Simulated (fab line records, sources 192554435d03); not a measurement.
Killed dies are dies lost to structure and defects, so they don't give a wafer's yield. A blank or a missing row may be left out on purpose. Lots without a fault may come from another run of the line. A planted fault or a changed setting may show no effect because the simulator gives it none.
fab line records | flow n5_finfet
record lots=11 wafers=31 last_day=19
route steps=1938 shown DUMMY_GATE@242 SD_EPI_N@277
lots that met no fault: from a run of the same line without faults
start_h: hours from the record's first day to the start of the lot's first wafer shown | wait_h: hours since the lot's step before | " the same as in the row above | L1.1+2: a row that stands for several wafers | - no value, or no start given | * or withheld: withheld | < > ~ a bound
route shown NAME@n: a module of which the file shows steps, and the number in the route of the first | usual: mean/standard deviation of fault-free wafers | same: alike in all rows | chamber/n: place in a boat | sites: the reading at each site | _std_site: their standard deviation | _edge_site: outer sites' mean less inner sites' | radius_mm: how far each site lies from the wafer's centre | mask NAME#n: copy n | behind: the tool/chamber that last shaped the wafer | hold: why the lot was held/for how many hours/how that ended | device: the transistor (n, p or np) that didn't switch | end of line: the same wafers' tests at the end of the route | a step without rows: its recipe alone | killed: dies lost to structure and defects at the first sort, not the wafer's yield | map: a wafer's dies, x killed, . not, _ none there
set.NAME: the setting as run; set.NAME@STEP: as run at that earlier step | model.NAME: the simulator's own value behind a step, which no gauge read
steps of the route over a sample of lots; a table a step, a row a wafer
services: from which hour (start_h, from the record's first day; less than 0 if before it) a tool's chamber was out of use, for how many hours, and why
## steps
# step N5_DUMMY_GATE_CD_MEAS_50
# recipe target_cd_nm=14
# usual cd_nm=14.0/0.42
# columns lot.wafer tool chamber start_h wait_h cd_nm
L560.3 cd_sem-03 - 70.36 0.0 14.8
L560.5 " - " " 13.9
L561.1 cd_sem-03 - 77.99 0.0 13.8
L561.4 " - " " 14.3
L561.6 " - " " 13.4
L562.2 cd_sem-03 - 82.25 0.0 14.3
L562.5 " - " " 13.5
L562.6 " - " " 14.8
L563.1 cd_sem-02 - 89.18 0.0 13.7
L563.3 " - " " 13.8
L563.6 " - " " 13.4
L564.2 cd_sem-03 - 97.61 0.0 14.0
L564.4 " - " " 14.4
L564.5 " - " " 14.4
L569.1 cd_sem-02 - 126.61 0.0 13.9
L569.5 " - " " 13.7
L569.6 " - " " 13.6
L571.1 cd_sem-02 - 138.80 0.0 14.3
L571.3 " - " " 13.6
L571.4 " - " " 14.3
L573.2 cd_sem-01 - 147.69 0.0 14.1
L573.4 " - " " 14.0
L576.1 cd_sem-01 - 166.58 0.0 13.8
L576.2 " - " " 14.3
L576.3 " - " " 13.5
L577.1 cd_sem-01 - 172.76 0.0 13.9
L577.3 " - " " 14.3
L577.5 " - " " 14.0
L578.1 cd_sem-02 - 177.91 0.0 14.9
L578.5 " - " " 13.4
L578.6 " - " " 14.8
# step N5_SD_EPI_N_ETCHBACK_44
# recipe chemistry=CH3F/O2 mode=anisotropic_etchback target=SiNx target_depth_a=145 stop_on=SiO2 over_etch_frac=0.3 ion_energy_ev=120 pressure_mtorr=30 source_w=395 bias_w=73 Ar_flow_sccm=150 CH3F_flow_sccm=30 O2_flow_sccm=20
# usual drypump_motor_current_A=5.5/0.38 oes_product_au=0.68/0.076 rf_fwd_power_W=393.4/1.3 rf_vpp_V=296/5.4 showerhead_plenum_p_Torr=2.00/0.075 throttle_valve_pct=16.35/0.26
# columns lot.wafer tool chamber start_h wait_h drypump_motor_current_A oes_product_au rf_fwd_power_W rf_hours_counter_h rf_vpp_V showerhead_plenum_p_Torr throttle_valve_pct
L560.3 rie_diel-04 2 73.18 0.0 5.4 0.74 392.6 53 297 2.03 15.98
L560.5 " 0 " " 5.1 0.60 394.2 - 297 1.99 16.71
L561.1 rie_diel-04 0 80.52 0.0 5.1 0.60 393.1 227 296 1.99 16.70
L561.4 " 3 " " 5.9 0.60 394.8 - 286 1.89 16.69
L561.6 " 2 " " 5.4 0.73 392.5 - 296 2.03 15.98
L562.2 rie_diel-04 3 85.33 0.0 5.9 0.60 392.6 237 286 1.89 16.69
L562.5 " 0 " " 5.1 0.59 394.4 - 295 1.98 16.71
L562.6 " 2 " " 5.4 0.72 392.9 - 295 2.03 15.99
L563.1 rie_diel-03 3 91.55 0.0 5.5 0.71 391.4 64 292 2.11 16.09
L563.3 " 1 " " 5.3 0.80 395.2 11 298 2.14 15.93
L563.6 " 2 " " 5.5 0.68 393.7 - 291 1.94 16.39
L564.2 rie_diel-03 2 101.16 0.0 5.6 0.66 393.2 100 292 1.94 16.43
L564.4 " 3 " " 5.5 0.69 392.9 67 290 2.10 16.10
L564.5 " 0 " " 5.3 0.68 393.4 - 307 1.93 16.31
L569.1 rie_diel-04 1 128.89 0.0 6.5 0.76 396.5 30 299 1.97 16.51
L569.5 " 0 " " 5.1 0.59 393.4 - 296 1.98 16.74
L569.6 " 2 " " 5.4 0.71 393.4 - 296 2.03 16.03
L571.1 rie_diel-03 0 141.14 0.0 5.3 0.67 390.8 123 306 1.93 16.35
L571.3 " 3 " " 5.5 0.68 394.1 78 292 2.10 16.12
L571.4 " 1 " " 5.3 0.78 393.8 25 298 2.14 15.97
L573.2 rie_diel-01 1 149.85 0.0 5.2 0.59 392.1 249 297 2.05 16.50
L573.4 " 2 " " 6.0 0.60 391.3 - 286 1.90 16.54
L576.1 rie_diel-01 0 168.95 0.0 5.5 0.77 392.7 10 300 1.97 16.21
L576.2 " 3 " " 5.0 0.77 393.2 27 294 2.04 16.07
L576.3 " 2 " " 5.9 0.59 394.6 236 287 1.89 16.56
L577.1 rie_diel-01 0 175.06 0.0 5.5 0.77 395.2 13 300 1.97 16.22
L577.3 " 3 " " 5.0 0.77 392.2 29 296 2.04 16.08
L577.5 " 0 " " 5.5 0.77 395.6 - 300 1.97 16.23
L578.1 rie_diel-04 2 180.52 0.0 5.4 0.70 393.8 94 296 2.02 16.09
L578.5 " 2 " " 5.4 0.70 393.0 - 296 2.02 16.04
L578.6 " 3 " " 5.8 0.79 395.0 - 291 2.13 16.27
# step N5_SD_EPI_N_SD_RECESS_17
# recipe chemistry=HBr/Cl2/O2 target_depth_a=410 mask_material=SOC time_s=23.7 bt_time_s=3 pressure_mtorr=10 icp_w=800 bias_w=112 HBr_flow_sccm=150 Cl2_flow_sccm=80 O2_flow_sccm=12
# usual drypump_motor_current_A=5.7/0.52 oes_product_au=1.007/0.0097 rf_fwd_power_W=795/3.3 throttle_valve_pct=37.1/0.37
# same bt_time_s=3
# columns lot.wafer tool chamber start_h wait_h drypump_motor_current_A oes_product_au rf_fwd_power_W rf_hours_counter_h throttle_valve_pct
L560.3 rie_si-03 0 73.45 0.0 6.3 1.011 795 0 37.3
L560.5 " 2 " " 5.1 1.005 796 - 37.0
L561.1 rie_si-04 1 80.79 0.0 6.4 1.021 792 176 37.4
L561.4 " 3 " " 6.5 1.019 794 48 37.2
L561.6 " 0 " " 5.2 1.007 804 - 36.8
L562.2 rie_si-03 1 85.60 0.0 5.0 1.018 795 45 36.7
L562.5 " 3 " " 5.8 0.987 795 - 38.0
L562.6 " 2 " " 5.1 1.009 795 - 36.9
L563.1 rie_si-04 0 91.82 0.0 5.2 1.006 796 177 36.8
L563.3 " 3 " " 6.5 1.017 791 48 37.2
L563.6 " 1 " " 6.4 1.015 793 - 37.3
L564.2 rie_si-04 3 101.43 0.0 6.5 1.025 798 48 37.2
L564.4 " 1 " " 6.4 1.020 790 176 37.4
L564.5 " 0 " " 5.2 1.008 795 - 36.8
L569.1 rie_si-04 2 129.16 0.0 5.8 1.005 794 152 37.3
L569.5 " 1 " " 6.4 1.023 791 - 37.4
L569.6 " 0 " " 5.2 1.007 794 - 36.8
L571.1 rie_si-05 1 141.41 0.0 5.6 0.988 798 115 36.7
L571.3 " 2 " " 6.3 1.000 791 129 36.8
L571.4 " 0 " " 5.6 0.996 795 42 37.1
L573.2 rie_si-03 0 150.12 0.0 6.3 1.009 795 2 37.3
L573.4 " 1 " " 5.0 1.019 796 46 36.7
L576.1 rie_si-03 0 169.22 0.0 6.3 1.003 799 2 37.3
L576.2 " 1 " " 5.0 1.017 792 47 36.7
L576.3 " 3 " " 5.8 0.994 796 4 38.0
L577.1 rie_si-03 1 175.33 0.0 5.0 1.011 800 47 36.7
L577.3 " 0 " " 6.3 1.001 791 2 37.3
L577.5 " 1 " " 5.0 1.019 799 - 36.7
L578.1 rie_si-04 1 180.79 0.0 6.4 1.017 792 177 37.4
L578.5 " 0 " " 5.2 1.016 799 - 36.8
L578.6 " 3 " " 6.5 1.018 798 - 37.2
# step N5_SD_EPI_N_EPI_21
# recipe material=Si:P dopant=P temp_c=680 pressure_torr=255 time_s=690
# usual susceptor_temp_C=680.03/0.28
# columns lot.wafer tool chamber start_h wait_h susceptor_temp_C
L560.3 epi_rpcvd-03 0 75.02 0.7 679.36
L560.5 " 0 " " 679.73
L561.1 epi_rpcvd-01 0 81.98 0.2 679.94
L561.4 " 0 83.10 1.2 680.06
L561.6 " 0 " " 680.24
L562.2 epi_rpcvd-03 0 86.87 0.4 680.12
L562.5 " 0 " " 680.09
L562.6 " 0 " " 679.74
L563.1 epi_rpcvd-02 0 93.06 0.2 680.10
L563.3 " 0 " " 680.38
L563.6 " 0 94.93 1.9 679.94
L564.2 epi_rpcvd-02 0 102.72 0.4 680.46
L564.4 " 0 " " 680.21
L564.5 " 0 " " 680.74
L569.1 epi_rpcvd-01 0 130.43 0.2 680.07
L569.5 " 0 131.92 1.5 680.01
L569.6 " 0 " " 680.04
L571.1 epi_rpcvd-01 0 142.58 0.2 679.34
L571.3 " 0 " " 679.99
L571.4 " 0 " " 679.71
L573.2 epi_rpcvd-02 0 151.67 0.5 680.31
L573.4 " 0 " " 679.74
L576.1 epi_rpcvd-02 0 170.27 0.2 679.86
L576.2 " 0 " " 679.93
L576.3 " 0 " " 680.06
L577.1 epi_rpcvd-02 0 176.32 0.1 680.18
L577.3 " 0 " " 680.38
L577.5 " 0 " " 680.11
L578.1 epi_rpcvd-02 0 181.77 0.1 680.13
L578.5 " 0 182.89 1.1 679.79
L578.6 " 0 " " 679.96
# step N5_SD_EPI_N_EPI_MEAS_23
# recipe mode=xrd
# usual thk_nm=59.3/1.2
# columns lot.wafer tool chamber start_h wait_h thk_nm
L560.3 film_metro-01 - 76.18 0.9 61.0
L560.5 " - " " 61.3
L561.1 film_metro-02 - 84.26 1.9 57.2
L561.4 " - " " 59.0
L561.6 " - " " 59.0
L562.2 film_metro-02 - 88.30 1.2 57.1
L562.5 " - " " 57.3
L562.6 " - " " 57.3
L563.1 film_metro-01 - 95.34 1.9 60.5
L563.3 " - " " 59.2
L563.6 " - " " 60.0
L564.2 film_metro-01 - 104.16 1.2 57.7
L564.4 " - " " 59.3
L564.5 " - " " 57.9
L569.1 film_metro-01 - 132.70 1.9 61.0
L569.5 " - " " 60.3
L569.6 " - " " 59.1
L571.1 film_metro-01 - 144.85 1.9 58.6
L571.3 " - " " 57.9
L571.4 " - " " 58.5
L573.2 film_metro-01 - 153.57 1.5 58.7
L573.4 " - " " 60.5
L576.1 film_metro-01 - 172.56 1.9 52.4
L576.2 " - " " 53.9
L576.3 " - " " 53.4
L577.1 film_metro-02 - 178.03 1.4 53.8
L577.3 " - " " 54.0
L577.5 " - " " 53.0
L578.1 film_metro-02 - 183.49 1.4 53.1
L578.5 " - " " 54.5
L578.6 " - " " 53.5
## services
# columns tool chamber start_h hours kind
rie_si-03 - 54.11 4.0 pm
rie_si-03 0 58.11 - clean
rie_si-03 0 58.11 11.9 scheduled_down
rie_si-03 0 58.11 11.9 vent_cycle
rie_si-04 - 61.52 0.4 repair
rie_si-05 3 70.10 7.6 repair
rie_diel-01 3 72.93 - clean
rie_diel-01 3 72.93 - consumable_replace:esc
rie_diel-01 3 72.93 - consumable_replace:focus_ring
rie_diel-04 1 80.43 8.6 repair
rie_diel-01 2 88.49 2.0 repair
epi_rpcvd-01 - 89.08 8.1 pm
rie_diel-03 - 111.08 2.8 pm
rie_si-03 1 120.04 5.0 repair
rie_diel-04 3 128.01 - clean
rie_diel-04 3 128.01 - consumable_replace:focus_ring
rie_diel-04 3 128.01 - consumable_replace:showerhead
rie_diel-04 3 128.01 28.4 scheduled_down
rie_diel-04 3 128.01 28.4 vent_cycle
rie_si-03 3 147.99 2.1 repair
rie_diel-03 0 149.41 9.5 repair
rie_diel-04 2 165.85 1.5 repair
rie_diel-04 0 170.71 17.3 repair
rie_si-05 2 178.84 17.9 repair
## key
first_sign step=N5_SD_EPI_N_EPI_MEAS_23 reading=thk_nm direction=down sigmas=4.9 usual=* struck=*
effect none on later readings
met_at N5_SD_EPI_N_EPI_21
struck_lots L576,L577,L578
rows_end L576.1,L576.2,L576.3
not_acting_at N5_DUMMY_GATE_CD_MEAS_50,N5_SD_EPI_N_ETCHBACK_44,N5_SD_EPI_N_SD_RECESS_17
onset_between 151.67 170.27
also_fits time
fault kind=site_profile_drift tool=epi_rpcvd-02 chamber=- onset_h=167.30 steps=N5_SD_EPI_N_EPI_21 basis=fraction max_abs_drift=0.20921 slope_share_per_hr=104.61 site_pattern=0,0,0,0,0,-1,-1,-1,-1
# rows_end: these wafers met a further fault down the route, and their rows from its step on are left out
